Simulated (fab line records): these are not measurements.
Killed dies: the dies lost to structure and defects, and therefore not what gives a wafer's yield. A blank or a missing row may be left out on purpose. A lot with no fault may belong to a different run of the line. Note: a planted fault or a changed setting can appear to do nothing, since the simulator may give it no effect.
Split-lot experiment || flow n5_finfet || 39 wafers read from 7 lots, route of 1938 steps

== SPLIT DETAILS ==
At N5_STI_FIN_REVEAL_ETCHBACK_08 (etches SiO2 in C4F6/O2, target depth 30.5 nm, time 10.167 s), the setting target_depth_a was moved away from the recipe's 305 angstrom on 15 of the 39 wafers read, by -9.6% to +12.1%. This setting was run at the recipe's value on the other wafers.

== FROM THE SPLIT TO THE READING: what the file shows between them, 3 steps ==
- N5_STI_FIN_REVEAL_STRIP_24: strips in N2/H2, time 90 s
- N5_STI_FIN_REVEAL_PRECLEAN_25: cleans in SPM, time 90 s
- N5_STI_FIN_REVEAL_SRD_23: time 30 s

== THE READING ==
trench_depth_nm, in nm, at N5_STI_FIN_REVEAL_FIN_H_MEAS_10. A value of 52.1 nm with a standard deviation of 0.71 nm is what fault-free wafers of this fab line usually give.

{"wafer": "L075.3", "tool, chamber at the split": "rie_diel-05, 3,2,3", "target_depth_a as run, angstrom": 305, "against the recipe": "recipe", "trench_depth_nm, nm": 51.4, "against lot-mates on the recipe": "-"}
{"wafer": "L075.4", "tool, chamber at the split": "rie_diel-05, 3,2,3", "target_depth_a as run, angstrom": 305, "against the recipe": "recipe", "trench_depth_nm, nm": 51.5, "against lot-mates on the recipe": "-"}
{"wafer": "L075.5", "tool, chamber at the split": "rie_diel-05, 3,2,3", "target_depth_a as run, angstrom": 305, "against the recipe": "recipe", "trench_depth_nm, nm": 51.8, "against lot-mates on the recipe": "-"}
{"wafer": "L077.1", "tool, chamber at the split": "rie_diel-05, 0,1,3", "target_depth_a as run, angstrom": 305, "against the recipe": "recipe", "trench_depth_nm, nm": 53.0, "against lot-mates on the recipe": "-"}
{"wafer": "L077.2", "tool, chamber at the split": "rie_diel-05, 0,1,3", "target_depth_a as run, angstrom": 305, "against the recipe": "recipe", "trench_depth_nm, nm": 52.8, "against lot-mates on the recipe": "-"}
{"wafer": "L077.3", "tool, chamber at the split": "rie_diel-05, 0,1,3", "target_depth_a as run, angstrom": 305, "against the recipe": "recipe", "trench_depth_nm, nm": 52.8, "against lot-mates on the recipe": "-"}
{"wafer": "L077.4", "tool, chamber at the split": "rie_diel-05, 2,3,2", "target_depth_a as run, angstrom": 291.2, "against the recipe": "-4.5%", "trench_depth_nm, nm": 51.4, "against lot-mates on the recipe": -1.5}
{"wafer": "L077.5", "tool, chamber at the split": "rie_diel-05, 2,3,2", "target_depth_a as run, angstrom": 291.2, "against the recipe": "-4.5%", "trench_depth_nm, nm": 51.4, "against lot-mates on the recipe": -1.5}
{"wafer": "L077.6", "tool, chamber at the split": "rie_diel-05, 2,3,2", "target_depth_a as run, angstrom": 291.2, "against the recipe": "-4.5%", "trench_depth_nm, nm": 51.5, "against lot-mates on the recipe": -1.4}
{"wafer": "L081.1", "tool, chamber at the split": "rie_diel-02, 2,0,0", "target_depth_a as run, angstrom": 305, "against the recipe": "recipe", "trench_depth_nm, nm": 50.5, "against lot-mates on the recipe": "-"}
{"wafer": "L081.2", "tool, chamber at the split": "rie_diel-02, 1,3,1", "target_depth_a as run, angstrom": 284.3, "against the recipe": "-6.8%", "trench_depth_nm, nm": 49.8, "against lot-mates on the recipe": -1.7}
{"wafer": "L081.3", "tool, chamber at the split": "rie_diel-02, 1,3,1", "target_depth_a as run, angstrom": 284.3, "against the recipe": "-6.8%", "trench_depth_nm, nm": 50.0, "against lot-mates on the recipe": -1.5}
{"wafer": "L081.4", "tool, chamber at the split": "rie_diel-02, 2,0,0", "target_depth_a as run, angstrom": 305, "against the recipe": "recipe", "trench_depth_nm, nm": 52.0, "against lot-mates on the recipe": "-"}
{"wafer": "L081.5", "tool, chamber at the split": "rie_diel-02, 2,0,0", "target_depth_a as run, angstrom": 305, "against the recipe": "recipe", "trench_depth_nm, nm": 51.9, "against lot-mates on the recipe": "-"}
{"wafer": "L081.6", "tool, chamber at the split": "rie_diel-02, 1,3,1", "target_depth_a as run, angstrom": 284.3, "against the recipe": "-6.8%", "trench_depth_nm, nm": 49.6, "against lot-mates on the recipe": -1.9}
{"wafer": "L084.1", "tool, chamber at the split": "rie_diel-02, 0,2,0", "target_depth_a as run, angstrom": 305, "against the recipe": "recipe", "trench_depth_nm, nm": 51.5, "against lot-mates on the recipe": "-"}
{"wafer": "L084.2", "tool, chamber at the split": "rie_diel-02, 0,2,0", "target_depth_a as run, angstrom": 305, "against the recipe": "recipe", "trench_depth_nm, nm": 51.1, "against lot-mates on the recipe": "-"}
{"wafer": "L084.3", "tool, chamber at the split": "rie_diel-02, 1,3,3", "target_depth_a as run, angstrom": 282, "against the recipe": "-7.5%", "trench_depth_nm, nm": 48.6, "against lot-mates on the recipe": -2.9}
{"wafer": "L084.4", "tool, chamber at the split": "rie_diel-02, 1,3,3", "target_depth_a as run, angstrom": 282, "against the recipe": "-7.5%", "trench_depth_nm, nm": 50.2, "against lot-mates on the recipe": -1.3}
{"wafer": "L084.5", "tool, chamber at the split": "rie_diel-02, 1,3,3", "target_depth_a as run, angstrom": 282, "against the recipe": "-7.5%", "trench_depth_nm, nm": 50.3, "against lot-mates on the recipe": -1.2}
{"wafer": "L084.6", "tool, chamber at the split": "rie_diel-02, 0,2,0", "target_depth_a as run, angstrom": 305, "against the recipe": "recipe", "trench_depth_nm, nm": 51.9, "against lot-mates on the recipe": "-"}
{"wafer": "L085.1", "tool, chamber at the split": "rie_diel-05, 2,0,1,3,3,0", "target_depth_a as run, angstrom": 305, "against the recipe": "recipe", "trench_depth_nm, nm": 53.0, "against lot-mates on the recipe": "-"}
{"wafer": "L085.2", "tool, chamber at the split": "rie_diel-05, 2,0,1,3,3,0", "target_depth_a as run, angstrom": 305, "against the recipe": "recipe", "trench_depth_nm, nm": 53.1, "against lot-mates on the recipe": "-"}
{"wafer": "L085.3", "tool, chamber at the split": "rie_diel-05, 2,0,1,3,3,0", "target_depth_a as run, angstrom": 305, "against the recipe": "recipe", "trench_depth_nm, nm": 52.3, "against lot-mates on the recipe": "-"}
{"wafer": "L085.4", "tool, chamber at the split": "rie_diel-05, 2,0,1,3,3,0", "target_depth_a as run, angstrom": 305, "against the recipe": "recipe", "trench_depth_nm, nm": 53.2, "against lot-mates on the recipe": "-"}
{"wafer": "L085.5", "tool, chamber at the split": "rie_diel-05, 2,0,1,3,3,0", "target_depth_a as run, angstrom": 305, "against the recipe": "recipe", "trench_depth_nm, nm": 52.9, "against lot-mates on the recipe": "-"}
{"wafer": "L085.6", "tool, chamber at the split": "rie_diel-05, 2,0,1,3,3,0", "target_depth_a as run, angstrom": 305, "against the recipe": "recipe", "trench_depth_nm, nm": 53.0, "against lot-mates on the recipe": "-"}
{"wafer": "L087.1", "tool, chamber at the split": "rie_diel-05, 0,3,1", "target_depth_a as run, angstrom": 341.8, "against the recipe": "+12.1%", "trench_depth_nm, nm": 56.1, "against lot-mates on the recipe": "+4.6"}
{"wafer": "L087.2", "tool, chamber at the split": "rie_diel-05, 2,1,0", "target_depth_a as run, angstrom": 305, "against the recipe": "recipe", "trench_depth_nm, nm": 51.5, "against lot-mates on the recipe": "-"}
{"wafer": "L087.3", "tool, chamber at the split": "rie_diel-05, 2,1,0", "target_depth_a as run, angstrom": 305, "against the recipe": "recipe", "trench_depth_nm, nm": 51.3, "against lot-mates on the recipe": "-"}
{"wafer": "L087.4", "tool, chamber at the split": "rie_diel-05, 0,3,1", "target_depth_a as run, angstrom": 341.8, "against the recipe": "+12.1%", "trench_depth_nm, nm": 55.8, "against lot-mates on the recipe": "+4.3"}
{"wafer": "L087.5", "tool, chamber at the split": "rie_diel-05, 2,1,0", "target_depth_a as run, angstrom": 305, "against the recipe": "recipe", "trench_depth_nm, nm": 51.8, "against lot-mates on the recipe": "-"}
{"wafer": "L087.6", "tool, chamber at the split": "rie_diel-05, 0,3,1", "target_depth_a as run, angstrom": 341.8, "against the recipe": "+12.1%", "trench_depth_nm, nm": 55.0, "against lot-mates on the recipe": "+3.5"}
{"wafer": "L090.1", "tool, chamber at the split": "rie_diel-05, 1,0,3", "target_depth_a as run, angstrom": 305, "against the recipe": "recipe", "trench_depth_nm, nm": 51.7, "against lot-mates on the recipe": "-"}
{"wafer": "L090.2", "tool, chamber at the split": "rie_diel-05, 1,0,3", "target_depth_a as run, angstrom": 305, "against the recipe": "recipe", "trench_depth_nm, nm": 52.1, "against lot-mates on the recipe": "-"}
{"wafer": "L090.3", "tool, chamber at the split": "rie_diel-05, 2,3,2", "target_depth_a as run, angstrom": 275.6, "against the recipe": "-9.6%", "trench_depth_nm, nm": 50.2, "against lot-mates on the recipe": -1.6}
{"wafer": "L090.4", "tool, chamber at the split": "rie_diel-05, 1,0,3", "target_depth_a as run, angstrom": 305, "against the recipe": "recipe", "trench_depth_nm, nm": 51.5, "against lot-mates on the recipe": "-"}
{"wafer": "L090.5", "tool, chamber at the split": "rie_diel-05, 2,3,2", "target_depth_a as run, angstrom": 275.6, "against the recipe": "-9.6%", "trench_depth_nm, nm": 49.8, "against lot-mates on the recipe": -2.0}
{"wafer": "L090.6", "tool, chamber at the split": "rie_diel-05, 2,3,2", "target_depth_a as run, angstrom": 275.6, "against the recipe": "-9.6%", "trench_depth_nm, nm": 49.5, "against lot-mates on the recipe": -2.3}
Rows listing several chambers each stand for several wafers; the file does not say which wafer went through which chamber.

THE FIT
A straight line over all 39 wafers: trench_depth_nm changes by +0.28 nm for each +1% of target_depth_a; r = +0.90; the points scatter about the line by 0.7 nm.
The same after taking each lot's own level away (the mean of its wafers on the recipe; 39 wafers): +0.281 nm for each +1%; r = +0.95; scatter 0.48 nm.
On that fit, the largest move of target_depth_a shifts the reading by 3.4 nm.
Measured against the standard deviation above, the lots' own levels, which go from 51.47 to 52.92 nm, span 2.0 times it.
The two slopes are in agreement: the lot-to-lot level therefore moves the slope only a little.
Check: for one of the wafers moved furthest among these (+12.1%), held out of the fit, the line's prediction against its lot-mates is +3.29 nm. It came out at +4.57 nm against them.

== FURTHER SPLITS ON THESE WAFERS ==
Other splits were also applied to these wafers ahead of the reading. Each is held against what the fit with the lots' levels taken away leaves over:
{"other split on the same wafers": "N5_FIN_SAQP_HM_DEP_03 target_thk_a", "wafers away from the commonest value": 15, "r with trench_depth_nm (lot level and that fit taken away)": "+0.14"}

== THE FILE'S OWN FIT ==
trench_depth_nm changes by +0.274 nm for each +1% of target_depth_a, r = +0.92.
